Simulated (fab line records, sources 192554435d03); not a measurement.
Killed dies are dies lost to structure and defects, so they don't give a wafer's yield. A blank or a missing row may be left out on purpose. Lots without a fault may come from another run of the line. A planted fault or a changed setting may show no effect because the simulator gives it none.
Split-lot experiment | flow n5_finfet | 7 lots, 21 wafers read, on a route of 1938 steps

THE SPLIT
At N5_BEOL_M5_ETCH_72 (etches underlayer in N2/H2, target depth 6.5 nm, time 5.2 s), the setting bias_w was moved away from the recipe's 150 W on 5 of the 21 wafers read, by -17.3% to -6.9%. The other wafers ran this setting at the recipe's value.

The reading is taken at the split's own step.

THE READING
rf_vpp_V, in V, at N5_BEOL_M5_ETCH_72 (etches underlayer in N2/H2, target depth 6.5 nm, time 5.2 s). Fault-free wafers of this fab line usually give 524 V, standard deviation 3 V.

wafer  | tool, chamber at the split | bias_w as run, W | against the recipe | rf_vpp_V, V | against lot-mates on the recipe
L077.2 | rie_diel-02, 2             | 129.6            | -13.6%             | 479         | -41
L077.3 | rie_diel-02, 3             | 150              | recipe             | 520         | -
L077.6 | rie_diel-02, 3             | 150              | recipe             | 520         | -
L081.1 | rie_diel-02, 2             | 150              | recipe             | 528         | -
L081.4 | rie_diel-02, 3             | 150              | recipe             | 523         | -
L081.5 | rie_diel-02, 2             | 150              | recipe             | 526         | -
L082.1 | rie_diel-02, 1             | 150              | recipe             | 521         | -
L082.5 | rie_diel-02, 2             | 150              | recipe             | 526         | -
L082.6 | rie_diel-02, 1             | 150              | recipe             | 520         | -
L087.1 | rie_diel-05, 0             | 150              | recipe             | 523         | -
L087.4 | rie_diel-05, 1             | 150              | recipe             | 526         | -
L087.5 | rie_diel-05, 3             | 150              | recipe             | 525         | -
L089.1 | rie_diel-02, 3             | 150              | recipe             | 520         | -
L089.3 | rie_diel-02, 1             | 124              | -17.3%             | 463         | -57
L089.5 | rie_diel-02, 1             | 124              | -17.3%             | 462         | -58
L091.1 | rie_diel-03, 1             | 139.1            | -7.3%              | 495         | -31
L091.2 | rie_diel-03, 2             | 150              | recipe             | 527         | -
L091.6 | rie_diel-03, 2             | 150              | recipe             | 525         | -
L096.1 | rie_diel-02, 1             | 139.7            | -6.9%              | 498         | -24
L096.4 | rie_diel-02, 3             | 150              | recipe             | 518         | -
L096.5 | rie_diel-02, 0             | 150              | recipe             | 527         | -

THE FIT
A straight line over all 21 wafers: rf_vpp_V changes by +3.49 V for each +1% of bias_w; r = +0.99; the points scatter about the line by 3 V.
The same after taking each lot's own level away (the mean of its wafers on the recipe; 21 wafers): +3.31 V for each +1%; r = +0.99; scatter 2.8 V.
On that fit, the largest move of bias_w shifts the reading by 57 V.
The lots' own levels span 520.0 to 526.0 V, that is 2.0 times the standard deviation above.
So the lot-to-lot level changes the slope little: the two slopes agree.
Check: with one of the wafers moved furthest among these (-17.3%) left out of the fit, the line predicts -57.9 V for it against its lot-mates. It came out at -57 V against them.
Tool readings at the split's step, against how far the setting was moved: rf_vpp_V r = +0.99.

OTHER SPLITS ON THESE WAFERS
These wafers also went through other splits before the reading. Each is held against what the fit with the lots' levels taken away leaves over:
other split on the same wafers | wafers away from the commonest value | r with rf_vpp_V (lot level and that fit taken away)
N5_BEOL_M4_COAT_62 spin_rpm    | 5                                    | +0.12
N5_BEOL_M5_COAT_05 spin_rpm    | 2                                    | -0.18

THE FILE'S OWN FIT
rf_vpp_V changes by +3.33 V for each +1% of bias_w, r = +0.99.
